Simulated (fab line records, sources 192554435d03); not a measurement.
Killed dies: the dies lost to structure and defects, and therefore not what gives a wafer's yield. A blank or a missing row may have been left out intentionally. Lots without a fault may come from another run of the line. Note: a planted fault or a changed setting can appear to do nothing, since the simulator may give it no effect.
fab line records    flow n5Finfet
record lots=24  wafers=72  lastDay=17
route steps=1938 shown BEOL_M12@1647 BEOL_M13@1674 BEOL_M14@1732
lots that met no fault: taken from a fault-free run of the same line
startH: hours from the record's first day to the start of the lot's first wafer shown    waitH: time in hours since the lot's previous step    " same as the row above    L1.1+2: a row that stands for several wafers    - no value present, or no start provided    * or withheld: withheld    < > ~ a bound
route shown NAME@n: NAME is a module with steps in the file, n the number in the route of the first one    usual: the fault-free wafers' mean and standard deviation    same: alike in all rows    chamber/n: place in a boat    sites: the reading at each site    _std_site: standard deviation of those values    _edge_site: mean of outer sites minus mean of inner sites    radiusMm: for every site, how far away it sits from the centre of the wafer    mask NAME#n: copy n    behind: tool/chamber where the wafer was last shaped    hold: why the lot was held/for how many hours/how that ended    device: transistor that didn't switch, given as n, p or np    end of line: the route-end tests of the same wafers    a step without rows: its recipe alone    killed: at the first sort, the dies lost to defects and structure; wafer yield is something else    map: the dies of a wafer, with x for killed, . for not killed, _ for no die there
set.NAME: the run value of the setting; set.NAME@STEP: its run value at that earlier step    model.NAME: the simulator's own value behind a step, which no gauge read
a sample of lots followed through the steps of the route, with each step as a table and each wafer as a row
services: a tool's chamber out of use, with start hour (startH, from the record's first day; less than 0 if before it), hours out, and reason
## steps
# step N5_BEOL_M12_PRE_CLEAN_42
# recipe gas=H2/He  timeS=30  tempC=250
# usual heaterPowerW=347/20
# same timeS=30
lot.wafer  tool           chamber  startH  waitH  heaterPowerW
L074.1     pvdSputter-01  -        241.08  0.0    327
L074.2     "              -        "       "      356
L074.4     "              -        "       "      341
L075.1     pvdSputter-02  -        244.46  0.0    347
L075.3     "              -        "       "      375
L075.4     "              -        "       "      363
L076.2     pvdSputter-01  -        261.07  0.0    325
L076.3     "              -        "       "      342
L076.5     "              -        "       "      370
L080.3     pvdSputter-01  -        265.83  0.0    314
L080.4     "              -        "       "      336
L080.5     "              -        "       "      370
L079.1     pvdSputter-01  -        267.65  0.0    324
L079.3     "              -        "       "      343
L079.4     "              -        "       "      370
L077.2     pvdSputter-03  -        276.49  0.0    335
L077.5     "              -        "       "      408
L077.6     "              -        "       "      330
L081.1     pvdSputter-02  -        278.29  0.0    354
L081.5     "              -        "       "      345
L081.6     "              -        "       "      349
L078.1     pvdSputter-02  -        278.65  0.0    349
L078.5     "              -        "       "      362
L078.6     "              -        "       "      334
L082.3     pvdSputter-01  -        280.39  0.0    327
L082.4     "              -        "       "      349
L082.6     "              -        "       "      328
L083.2     pvdSputter-01  -        291.82  0.0    323
L083.4     "              -        "       "      320
L083.5     "              -        "       "      339
L084.2     pvdSputter-01  -        300.54  0.0    342
L084.5     "              -        "       "      359
L084.6     "              -        "       "      344
L085.2     pvdSputter-01  -        312.78  0.0    345
L085.3     "              -        "       "      321
L085.4     "              -        "       "      317
L087.4     pvdSputter-01  -        315.80  0.0    321
L087.5     "              -        "       "      328
L087.6     "              -        "       "      317
L089.1     pvdSputter-03  -        324.71  0.0    339
L089.3     "              -        "       "      326
L089.4     "              -        "       "      396
L086.1     pvdSputter-03  -        325.03  0.0    331
L086.3     "              -        "       "      357
L086.4     "              -        "       "      399
L091.2     pvdSputter-02  -        327.92  0.0    339
L091.3     "              -        "       "      359
L091.5     "              -        "       "      357
L090.1     pvdSputter-02  -        328.64  0.0    373
L090.4     "              -        "       "      338
L090.6     "              -        "       "      347
L088.3     pvdSputter-03  -        332.35  0.0    327
L088.5     "              -        "       "      340
L088.6     "              -        "       "      321
L093.3     pvdSputter-02  -        338.43  0.0    379
L093.4     "              -        "       "      363
L093.5     "              -        "       "      342
L094.1     pvdSputter-03  -        358.20  0.0    333
L094.4     "              -        "       "      341
L094.6     "              -        "       "      348
L092.4     pvdSputter-02  -        359.47  0.0    340
L092.5     "              -        "       "      354
L092.6     "              -        "       "      357
L096.1     pvdSputter-02  -        378.75  0.0    349
L096.3     "              -        "       "      356
L096.5     "              -        "       "      346
L097.3     pvdSputter-02  -        383.89  0.0    361
L097.4     "              -        "       "      343
L097.6     "              -        "       "      339
L095.1     pvdSputter-03  -        384.33  0.0    404
L095.3     "              -        "       "      331
L095.4     "              -        "       "      332
# step N5_BEOL_M12_SPUTTER_45
# recipe material=Cu  targetThkA=800  tempC=-20  biasV=60  powerW=26000  chamberPressurePa=0.13  timeS=13.33
# usual chuckGasFlowSccm=1.26/0.047  throttleValvePct=30.6/1.1
# same timeS=13.33
lot.wafer  tool           chamber  startH  waitH  chuckGasFlowSccm  throttleValvePct
L074.1     pvdSputter-01  -        241.28  0.0    1.23              30.4
L074.2     "              -        "       "      1.32              30.2
L074.4     "              -        "       "      1.27              33.1
L075.1     pvdSputter-02  -        244.66  0.0    1.25              30.9
L075.3     "              -        "       "      1.25              29.6
L075.4     "              -        "       "      1.29              30.6
L076.2     pvdSputter-01  -        261.27  0.0    1.34              31.3
L076.3     "              -        "       "      1.23              32.7
L076.5     "              -        "       "      1.28              30.4
L080.3     pvdSputter-01  -        266.03  0.0    1.19              31.5
L080.4     "              -        "       "      1.37              32.6
L080.5     "              -        "       "      1.17              30.2
L079.1     pvdSputter-01  -        267.85  0.0    1.30              30.6
L079.3     "              -        "       "      1.20              32.7
L079.4     "              -        "       "      1.27              29.8
L077.2     pvdSputter-03  -        276.69  0.0    1.29              31.2
L077.5     "              -        "       "      1.34              29.0
L077.6     "              -        "       "      1.26              30.9
L081.1     pvdSputter-02  -        278.49  0.0    1.24              30.4
L081.5     "              -        "       "      1.25              30.4
L081.6     "              -        "       "      1.27              30.8
L078.1     pvdSputter-02  -        278.85  0.0    1.21              30.3
L078.5     "              -        "       "      1.25              30.8
L078.6     "              -        "       "      1.30              30.6
L082.3     pvdSputter-01  -        280.59  0.0    1.31              30.2
L082.4     "              -        "       "      1.27              32.9
L082.6     "              -        "       "      1.28              31.3
L083.2     pvdSputter-01  -        292.02  0.0    1.25              31.6
L083.4     "              -        "       "      1.22              30.3
L083.5     "              -        "       "      1.25              32.9
L084.2     pvdSputter-01  -        300.74  0.0    1.27              33.1
L084.5     "              -        "       "      1.26              30.1
L084.6     "              -        "       "      1.29              32.8
L085.2     pvdSputter-01  -        312.98  0.0    1.39              32.7
L085.3     "              -        "       "      1.29              30.6
L085.4     "              -        "       "      1.27              31.1
L087.4     pvdSputter-01  -        316.00  0.0    1.19              30.4
L087.5     "              -        "       "      1.18              31.2
L087.6     "              -        "       "      1.20              30.5
L089.1     pvdSputter-03  -        324.91  0.0    1.20              30.2
L089.3     "              -        "       "      1.23              28.6
L089.4     "              -        "       "      1.30              28.9
L086.1     pvdSputter-03  -        325.23  0.0    1.22              28.9
L086.3     "              -        "       "      1.27              30.5
L086.4     "              -        "       "      1.26              28.7
L091.2     pvdSputter-02  -        328.12  0.0    1.21              30.1
L091.3     "              -        "       "      1.33              30.8
L091.5     "              -        "       "      1.24              30.4
L090.1     pvdSputter-02  -        328.84  0.0    1.20              29.6
L090.4     "              -        "       "      1.22              30.4
L090.6     "              -        "       "      1.28              30.9
L088.3     pvdSputter-03  -        332.55  0.0    1.27              28.3
L088.5     "              -        "       "      1.22              30.5
L088.6     "              -        "       "      1.25              31.0
L093.3     pvdSputter-02  -        338.63  0.0    1.25              29.6
L093.4     "              -        "       "      1.26              31.3
L093.5     "              -        "       "      1.24              31.2
L094.1     pvdSputter-03  -        358.40  0.0    1.26              31.1
L094.4     "              -        "       "      1.23              30.2
L094.6     "              -        "       "      1.14              30.4
L092.4     pvdSputter-02  -        359.67  0.0    1.26              30.4
L092.5     "              -        "       "      1.21              30.4
L092.6     "              -        "       "      1.29              30.8
L096.1     pvdSputter-02  -        378.95  0.0    1.27              30.3
L096.3     "              -        "       "      1.30              30.9
L096.5     "              -        "       "      1.37              30.6
L097.3     pvdSputter-02  -        384.09  0.0    1.26              30.1
L097.4     "              -        "       "      1.19              31.0
L097.6     "              -        "       "      1.21              30.4
L095.1     pvdSputter-03  -        384.53  0.0    1.22              28.8
L095.3     "              -        "       "      1.29              28.5
L095.4     "              -        "       "      1.28              31.2
# step N5_BEOL_M13_VIA_ETCH_16
# recipe chemistry=C4F8/O2/Ar  target=SiOC  pressureMtorr=30  sourceW=3000  biasW=700  Ar_flow_sccm=400  C4F8_flow_sccm=15  O2_flow_sccm=8  heInnerTorr=15  heOuterTorr=30  targetDepthA=9217  timeS=withheld  ionEnergyEv=250  ends=cleared
# usual drypumpMotorCurrentA=5.6/0.49  oesProductAu=0.67/0.049  rfVppV=666/3.9  showerheadPlenumPTorr=3.44/0.13  throttleValvePct=24.36/0.22
lot.wafer  tool        chamber  startH  waitH  drypumpMotorCurrentA  oesProductAu  rfVppV  showerheadPlenumPTorr  throttleValvePct
L074.1     rieDiel-02  1        242.95  0.0    4.9                   0.63          661     3.27                   23.94
L074.2     "           0        "       "      5.3                   0.65          665     3.42                   24.54
L074.4     "           2        "       "      6.1                   0.69          658     3.17                   24.57
L075.1     rieDiel-03  1        246.60  0.0    5.2                   0.65          666     3.42                   24.55
L075.3     "           2        "       "      6.4                   0.66          669     3.53                   24.02
L075.4     "           0        "       "      5.3                   0.65          666     3.40                   24.50
L076.2     rieDiel-02  2        263.00  0.0    6.1                   0.68          659     3.17                   24.60
L076.3     "           1        "       "      4.9                   0.63          661     3.27                   23.95
L076.5     "           3        "       "      5.6                   0.75          669     3.61                   24.28
L080.3     rieDiel-02  2        267.82  0.0    6.1                   0.68          659     3.17                   24.60
L080.4     "           0        "       "      5.3                   0.64          666     3.41                   24.57
L080.5     "           3        "       "      5.6                   0.75          672     3.61                   24.30
L079.1     rieDiel-03  2        269.66  0.0    6.5                   0.65          669     3.53                   24.01
L079.3     "           0        "       "      5.3                   0.65          665     3.40                   24.51
L079.4     "           1        "       "      5.2                   0.64          665     3.41                   24.57
L077.2     rieDiel-02  2        278.46  0.0    6.1                   0.67          659     3.17                   24.60
L077.5     "           1        "       "      4.9                   0.62          659     3.26                   23.96
L077.6     "           0        "       "      5.3                   0.64          665     3.41                   24.57
L081.1     rieDiel-03  2        280.59  0.0    6.5                   0.66          669     3.53                   24.03
L081.5     "           1        "       "      5.2                   0.65          664     3.41                   24.55
L081.6     "           2        "       "      6.5                   0.65          668     3.53                   24.03
L078.1     rieDiel-02  2        280.96  0.0    6.1                   0.68          658     3.17                   24.59
L078.5     "           0        "       "      5.3                   0.64          664     3.41                   24.58
L078.6     "           3        "       "      5.7                   0.75          671     3.61                   24.31
L082.3     rieDiel-01  3        282.34  0.0    5.2                   0.65          665     3.42                   24.59
L082.4     "           2        "       "      4.8                   0.80          672     3.60                   24.19
L082.6     "           2        "       "      4.8                   0.80          671     3.60                   24.18
L083.2     rieDiel-02  2        293.88  0.0    6.1                   0.68          658     3.16                   24.58
L083.4     "           0        "       "      5.3                   0.63          665     3.41                   24.59
L083.5     "           0        "       "      5.3                   0.63          665     3.41                   24.59
L084.2     rieDiel-01  0        302.61  0.0    6.2                   0.62          669     3.50                   24.27
L084.5     "           2        "       "      4.8                   0.78          670     3.60                   24.19
L084.6     "           1        "       "      5.8                   0.74          670     3.56                   24.31
L085.2     rieDiel-03  3        314.88  0.0    5.9                   0.66          669     3.54                   24.29
L085.3     "           0        "       "      5.3                   0.64          663     3.39                   24.53
L085.4     "           1        "       "      5.2                   0.63          664     3.41                   24.59
L087.4     rieDiel-02  2        318.02  0.0    6.1                   0.68          659     3.16                   24.59
L087.5     "           2        "       "      6.1                   0.68          659     3.16                   24.62
L087.6     "           3        "       "      5.7                   0.73          671     3.60                   24.32
L089.1     rieDiel-02  3        327.22  0.0    5.6                   0.72          669     3.60                   24.33
L089.3     "           1        "       "      4.9                   0.61          660     3.25                   23.98
L089.4     "           2        "       "      6.0                   0.67          659     3.16                   24.62
L086.1     rieDiel-01  0        327.48  0.0    6.2                   0.61          667     3.50                   24.30
L086.3     "           3        "       "      5.2                   0.66          665     3.41                   24.60
L086.4     "           1        "       "      5.8                   0.73          670     3.56                   24.32
L091.2     rieDiel-02  2        329.80  0.0    6.1                   0.67          658     3.16                   24.62
L091.3     "           1        "       "      4.9                   0.61          660     3.25                   23.97
L091.5     "           0        "       "      5.3                   0.63          665     3.40                   24.60
L090.1     rieDiel-01  1        330.85  0.0    5.8                   0.72          670     3.56                   24.33
L090.4     "           1        "       "      5.8                   0.73          671     3.56                   24.34
L090.6     "           2        "       "      4.8                   0.77          671     3.60                   24.22
L088.3     rieDiel-03  0        334.22  0.0    5.3                   0.64          663     3.38                   24.54
L088.5     "           0        "       "      5.3                   0.64          666     3.39                   24.54
L088.6     "           1        "       "      5.2                   0.63          665     3.40                   24.58
L093.3     rieDiel-02  3        340.43  0.0    5.6                   0.72          671     3.60                   24.33
L093.4     "           3        "       "      5.6                   0.73          669     3.60                   24.33
L093.5     "           2        "       "      6.1                   0.67          658     3.16                   24.64
L094.1     rieDiel-03  3        360.18  0.0    5.9                   0.66          668     3.54                   24.31
L094.4     "           2        "       "      6.4                   0.64          668     3.51                   24.07
L094.6     "           0        "       "      5.3                   0.64          665     3.38                   24.55
L092.4     rieDiel-03  0        361.81  0.0    5.3                   0.63          664     3.38                   24.57
L092.5     "           1        "       "      5.2                   0.62          665     3.40                   24.59
L092.6     "           2        "       "      6.4                   0.63          666     3.51                   24.06
L096.1     rieDiel-03  0        380.80  0.0    5.3                   0.63          664     3.38                   24.55
L096.3     "           1        "       "      5.2                   0.63          665     3.40                   24.60
L096.5     "           2        "       "      6.4                   0.63          668     3.51                   24.06
L097.3     rieDiel-01  1        385.92  0.0    5.8                   0.72          670     3.55                   24.35
L097.4     "           0        "       "      6.2                   0.60          668     3.49                   24.30
L097.6     "           2        "       "      4.8                   0.75          670     3.59                   24.21
L095.1     rieDiel-03  1        386.44  0.0    5.2                   0.63          664     3.40                   24.60
L095.3     "           2        "       "      6.4                   0.63          670     3.51                   24.06
L095.4     "           0        "       "      5.3                   0.63          663     3.38                   24.55
# step N5_BEOL_M13_OCD_MEAS_35
# usual trenchDepthNm=410/5.8
lot.wafer  tool    chamber  startH  waitH  trenchDepthNm
L074.1     ocd-02  -        244.52  0.0    401
L074.2     "       -        "       "      416
L074.4     "       -        "       "      412
L075.1     ocd-02  -        248.62  0.0    414
L075.3     "       -        "       "      410
L075.4     "       -        "       "      425
L076.2     ocd-01  -        264.85  0.0    413
L076.3     "       -        "       "      412
L076.5     "       -        "       "      411
L080.3     ocd-01  -        269.26  0.0    413
L080.4     "       -        "       "      413
L080.5     "       -        "       "      414
L079.1     ocd-01  -        271.22  0.0    398
L079.3     "       -        "       "      414
L079.4     "       -        "       "      404
L077.2     ocd-02  -        280.02  0.0    407
L077.5     "       -        "       "      412
L077.6     "       -        "       "      410
L081.1     ocd-01  -        282.15  0.0    401
L081.5     "       -        "       "      395
L081.6     "       -        "       "      406
L078.1     ocd-02  -        282.40  0.0    407
L078.5     "       -        "       "      411
L078.6     "       -        "       "      407
L082.3     ocd-02  -        283.91  0.0    411
L082.4     "       -        "       "      410
L082.6     "       -        "       "      411
L083.2     ocd-01  -        295.67  0.0    397
L083.4     "       -        "       "      411
L083.5     "       -        "       "      409
L084.2     ocd-02  -        304.06  0.0    411
L084.5     "       -        "       "      414
L084.6     "       -        "       "      412
L085.2     ocd-01  -        317.00  0.0    410
L085.3     "       -        "       "      418
L085.4     "       -        "       "      406
L087.4     ocd-02  -        319.46  0.0    419
L087.5     "       -        "       "      418
L087.6     "       -        "       "      426
L089.1     ocd-01  -        328.79  0.0    409
L089.3     "       -        "       "      409
L089.4     "       -        "       "      408
L086.1     ocd-02  -        328.92  0.0    408
L086.3     "       -        "       "      415
L086.4     "       -        "       "      404
L091.2     ocd-02  -        331.46  0.0    412
L091.3     "       -        "       "      411
L091.5     "       -        "       "      413
L090.1     ocd-01  -        332.51  0.0    411
L090.4     "       -        "       "      407
L090.6     "       -        "       "      417
L088.3     ocd-01  -        335.82  0.0    409
L088.5     "       -        "       "      411
L088.6     "       -        "       "      411
L093.3     ocd-02  -        341.88  0.0    406
L093.4     "       -        "       "      408
L093.5     "       -        "       "      404
L094.1     ocd-01  -        362.22  0.0    410
L094.4     "       -        "       "      404
L094.6     "       -        "       "      412
L092.4     ocd-02  -        363.25  0.0    400
L092.5     "       -        "       "      409
L092.6     "       -        "       "      403
L096.1     ocd-01  -        382.23  0.0    408
L096.3     "       -        "       "      412
L096.5     "       -        "       "      407
L097.3     ocd-02  -        387.37  0.0    413
L097.4     "       -        "       "      416
L097.6     "       -        "       "      412
L095.1     ocd-02  -        388.00  0.0    406
L095.3     "       -        "       "      417
L095.4     "       -        "       "      413
# step N5_BEOL_M14_STRIP_63
# recipe chemistry=O2  powerW=600  tempC=60  pressureMtorr=30  rfFrequencyHz=6e+07  biasPowerW=0  overashFraction=0.3  o2FlowSccm=225
# usual drypumpMotorCurrentA=5.6/0.54  oesProductAu=0.77/0.079  rfVppV=3.6/0.92  showerheadPlenumPTorr=2.07/0.074  throttleValvePct=16.79/0.22
lot.wafer  tool        chamber  startH  waitH  drypumpMotorCurrentA  oesProductAu  rfHoursCounterH  rfVppV  showerheadPlenumPTorr  throttleValvePct
L074.1     rieDiel-04  1        -       -      5.8                   0.83          71               2.6     2.12                   16.85
L074.2     "           2        "       "      4.9                   0.69          229              3.9     2.16                   16.88
L074.4     "           3        "       "      4.9                   0.71          184              4.2     2.01                   16.97
L075.1     rieDiel-05  0        -       -      5.8                   0.71          211              4.0     2.08                   17.14
L075.3     "           2        "       "      6.5                   0.76          157              1.5     2.09                   16.65
L075.4     "           0        "       "      5.7                   0.71          -                3.4     2.08                   17.07
L076.2     rieDiel-06  3        -       -      5.1                   0.87          43               2.3     2.05                   16.59
L076.3     "           1        "       "      5.6                   0.71          214              3.8     1.92                   17.01
L076.5     "           3        "       "      5.1                   0.84          -                3.9     2.05                   16.54
L080.3     rieDiel-04  0        -       -      6.0                   0.74          169              5.1     2.17                   16.83
L080.4     "           3        "       "      4.9                   0.70          193              3.5     2.00                   17.02
L080.5     "           3        "       "      4.9                   0.70          -                4.2     2.00                   17.01
L079.1     rieDiel-04  2        -       -      4.9                   0.68          241              2.5     2.16                   16.91
L079.3     "           2        "       "      4.9                   0.68          -                4.7     2.15                   16.86
L079.4     "           1        "       "      5.8                   0.81          -                3.5     2.11                   16.83
L077.2     rieDiel-06  2        -       -      5.6                   0.85          56               3.8     2.13                   16.50
L077.5     "           1        "       "      5.6                   0.71          -                5.8     1.92                   17.03
L077.6     "           2        "       "      5.6                   0.85          -                4.1     2.13                   16.54
L081.1     rieDiel-04  1        -       -      5.8                   0.81          86               4.1     2.11                   16.88
L081.5     "           0        "       "      6.1                   0.72          -                5.7     2.17                   16.82
L081.6     "           3        "       "      4.9                   0.71          -                4.5     2.00                   17.00
L078.1     rieDiel-04  3        -       -      4.8                   0.71          196              2.1     2.00                   17.03
L078.5     "           0        "       "      6.0                   0.72          -                2.9     2.17                   16.83
L078.6     "           1        "       "      5.8                   0.81          -                3.3     2.11                   16.92
L082.3     rieDiel-05  3        -       -      5.4                   0.74          209              3.9     2.08                   16.83
L082.4     "           0        "       "      5.8                   0.71          225              2.7     2.07                   17.13
L082.6     "           3        "       "      5.4                   0.73          -                2.0     2.08                   16.79
L083.2     rieDiel-06  1        -       -      5.6                   0.70          227              4.3     1.91                   17.07
L083.4     "           3        "       "      5.1                   0.84          54               3.6     2.05                   16.60
L083.5     "           1        "       "      5.6                   0.70          -                3.9     1.91                   17.05
L084.2     rieDiel-04  3        -       -      4.9                   0.69          202              3.0     2.00                   17.02
L084.5     "           3        "       "      4.9                   0.70          -                4.0     2.00                   17.05
L084.6     "           0        "       "      6.0                   0.71          -                3.7     2.17                   16.86
L085.2     rieDiel-04  1        -       -      5.8                   0.80          99               5.9     2.11                   16.89
L085.3     "           0        "       "      6.0                   0.71          185              3.2     2.17                   16.86
L085.4     "           0        "       "      6.0                   0.72          -                3.6     2.17                   16.86
L087.4     rieDiel-04  3        -       -      4.9                   0.69          -                4.5     2.00                   17.02
L087.5     "           1        "       "      5.8                   0.81          -                2.0     2.11                   16.93
L087.6     "           0        "       "      6.0                   0.71          -                4.6     2.17                   16.87
L089.1     rieDiel-06  2        -       -      5.6                   0.82          74               2.8     2.13                   16.56
L089.3     "           3        "       "      5.1                   0.84          65               3.2     2.05                   16.61
L089.4     "           1        "       "      5.6                   0.68          238              3.5     1.91                   17.06
L086.1     rieDiel-06  3        -       -      5.1                   0.83          65               3.8     2.05                   16.62
L086.3     "           1        "       "      5.6                   0.69          239              3.5     1.91                   17.07
L086.4     "           0        "       "      6.4                   0.90          39               4.9     2.05                   16.45
L091.2     rieDiel-05  2        -       -      6.5                   0.75          193              2.3     2.08                   16.71
L091.3     "           3        "       "      5.4                   0.71          227              2.2     2.07                   16.86
L091.5     "           0        "       "      5.7                   0.68          -                4.4     2.07                   17.14
L090.1     rieDiel-05  3        -       -      5.4                   0.70          228              4.3     2.07                   16.86
L090.4     "           0        "       "      5.7                   0.68          -                3.9     2.07                   17.14
L090.6     "           2        "       "      6.5                   0.74          -                5.7     2.08                   16.72
L088.3     rieDiel-06  1        -       -      5.6                   0.69          242              3.1     1.91                   17.06
L088.5     "           3        "       "      5.1                   0.83          -                4.2     2.05                   16.59
L088.6     "           0        "       "      6.4                   0.90          -                3.7     2.04                   16.43
L093.3     rieDiel-06  0        -       -      6.4                   0.88          45               3.3     2.04                   16.46
L093.4     "           2        "       "      5.6                   0.83          79               2.8     2.13                   16.55
L093.5     "           0        "       "      6.4                   0.90          -                4.0     2.04                   16.45
L094.1     rieDiel-06  2        -       -      5.6                   0.82          85               2.4     2.12                   16.55
L094.4     "           3        "       "      5.1                   0.81          77               4.2     2.04                   16.60
L094.6     "           3        "       "      5.1                   0.82          -                3.9     2.04                   16.63
L092.4     rieDiel-06  1        -       -      5.6                   0.68          250              2.7     1.91                   17.05
L092.5     "           1        "       "      5.6                   0.69          -                3.7     1.91                   17.11
L092.6     "           2        "       "      5.6                   0.81          -                3.8     2.12                   16.56
L096.1     rieDiel-04  2        -       -      4.9                   0.96          17               5.0     2.15                   16.44
L096.3     "           0        "       "      6.0                   0.70          203              3.1     2.16                   16.89
L096.5     "           2        "       "      4.9                   0.95          -                3.1     2.15                   16.45
L097.3     rieDiel-06  2        -       -      5.6                   0.81          95               4.1     2.12                   16.58
L097.4     "           3        "       "      5.1                   0.79          87               4.6     2.04                   16.65
L097.6     "           0        "       "      6.4                   0.86          -                3.0     2.04                   16.50
L095.1     rieDiel-04  2        -       -      4.9                   0.93          20               4.2     2.15                   16.40
L095.3     "           0        "       "      6.0                   0.69          207              6.3     2.16                   16.89
L095.4     "           1        "       "      5.8                   0.77          122              3.5     2.10                   16.96
# step N5_BEOL_M14_RS_MEAS_54
# recipe thkMeasGauge=four-point-probe  reads=Cu_of_BEOL_M14_ECD_47+Ta_of_BEOL_M14_SPUTTER_44+TaN_of_BEOL_M14_SPUTTER_43
# usual M14_RS=0.0329/0.0006
lot.wafer  tool          chamber  startH  waitH  M14_RS[ohm/sq]
L074.1     filmMetro-01  -        253.62  0.0    0.0331
L074.2     "             -        "       "      0.0328
L074.4     "             -        "       "      0.0350
L075.1     filmMetro-02  -        259.40  0.0    0.0332
L075.3     "             -        "       "      0.0330
L075.4     "             -        "       "      0.0318
L076.2     filmMetro-02  -        273.11  0.1    0.0322
L076.3     "             -        "       "      0.0334
L076.5     "             -        "       "      0.0320
L080.3     filmMetro-02  -        280.95  0.1    0.0324
L080.4     "             -        "       "      0.0334
L080.5     "             -        "       "      0.0330
L079.1     filmMetro-02  -        291.98  0.1    0.0327
L079.3     "             -        "       "      0.0321
L079.4     "             -        "       "      0.0331
L077.2     filmMetro-01  -        294.18  0.1    0.0323
L077.5     "             -        "       "      0.0322
L077.6     "             -        "       "      0.0330
L078.1     filmMetro-01  -        299.05  0.0    0.0329
L078.5     "             -        "       "      0.0328
L078.6     "             -        "       "      0.0318
L081.1     filmMetro-02  -        301.84  0.0    0.0318
L081.5     "             -        "       "      0.0343
L081.6     "             -        "       "      0.0321
L082.3     filmMetro-01  -        302.94  0.1    0.0324
L082.4     "             -        "       "      0.0336
L082.6     "             -        "       "      0.0321
L083.2     filmMetro-02  -        306.46  0.1    0.0323
L083.4     "             -        "       "      0.0328
L083.5     "             -        "       "      0.0320
L084.2     filmMetro-01  -        313.92  0.1    0.0320
L084.5     "             -        "       "      0.0329
L084.6     "             -        "       "      0.0320
L085.2     filmMetro-01  -        328.83  0.1    0.0324
L085.3     "             -        "       "      0.0328
L085.4     "             -        "       "      0.0333
L087.4     filmMetro-01  -        329.65  0.0    0.0335
L087.5     "             -        "       "      0.0329
L087.6     "             -        "       "      0.0328
L089.1     filmMetro-01  -        336.82  0.0    0.0329
L089.3     "             -        "       "      0.0318
L089.4     "             -        "       "      0.0316
L086.1     filmMetro-02  -        338.32  0.0    0.0330
L086.3     "             -        "       "      0.0325
L086.4     "             -        "       "      0.0336
L091.2     filmMetro-02  -        345.83  0.1    0.0329
L091.3     "             -        "       "      0.0328
L091.5     "             -        "       "      0.0324
L090.1     filmMetro-02  -        350.78  0.0    0.0317
L090.4     "             -        "       "      0.0318
L090.6     "             -        "       "      0.0337
L088.3     filmMetro-02  -        350.97  0.1    0.0332
L088.5     "             -        "       "      0.0333
L088.6     "             -        "       "      0.0335
L093.3     filmMetro-01  -        351.29  0.1    0.0324
L093.4     "             -        "       "      0.0333
L093.5     "             -        "       "      0.0327
L094.1     filmMetro-02  -        370.53  0.0    0.0329
L094.4     "             -        "       "      0.0333
L094.6     "             -        "       "      0.0332
L092.4     filmMetro-01  -        371.41  0.0    0.0330
L092.5     "             -        "       "      0.0332
L092.6     "             -        "       "      0.0334
L096.1     filmMetro-01  -        391.28  0.1    0.0330
L096.3     "             -        "       "      0.0327
L096.5     "             -        "       "      0.0327
L097.3     filmMetro-02  -        395.49  0.1    0.0333
L097.4     "             -        "       "      0.0339
L097.6     "             -        "       "      0.0332
L095.1     filmMetro-02  -        399.86  0.1    0.0340
L095.3     "             -        "       "      0.0322
L095.4     "             -        "       "      0.0325
## services
tool           chamber  startH  hours  kind
rieDiel-05     -        219.24  0.6    repair
rieDiel-06     -        226.50  4.3    pm
pvdSputter-02  -        238.19  1.5    repair
rieDiel-06     2        244.62  10.0   repair
rieDiel-05     1        249.20  16.5   repair
rieDiel-01     -        250.99  1.8    repair
rieDiel-04     3        277.18  5.2    repair
pvdSputter-02  -        285.64  5.0    repair
rieDiel-02     2        286.38  3.2    repair
rieDiel-04     2        310.68  -      clean
rieDiel-04     2        310.68  -      consumableReplace:focusRing
rieDiel-03     3        322.36  15.4   repair
rieDiel-04     -        328.49  15.6   pm
rieDiel-02     1        334.87  -      clean
rieDiel-02     1        334.87  -      consumableReplace:focusRing
rieDiel-02     1        334.87  -      consumableReplace:showerhead
rieDiel-02     1        334.87  27.6   scheduledDown
rieDiel-03     1        337.77  14.5   repair
pvdSputter-03  -        338.72  1.8    repair
rieDiel-01     -        341.60  14.6   pm
rieDiel-04     3        371.95  7.3    repair
rieDiel-03     0        382.92  3.2    repair
rieDiel-06     -        386.11  1.0    repair
rieDiel-03     2        389.57  5.6    repair
## key
fault none
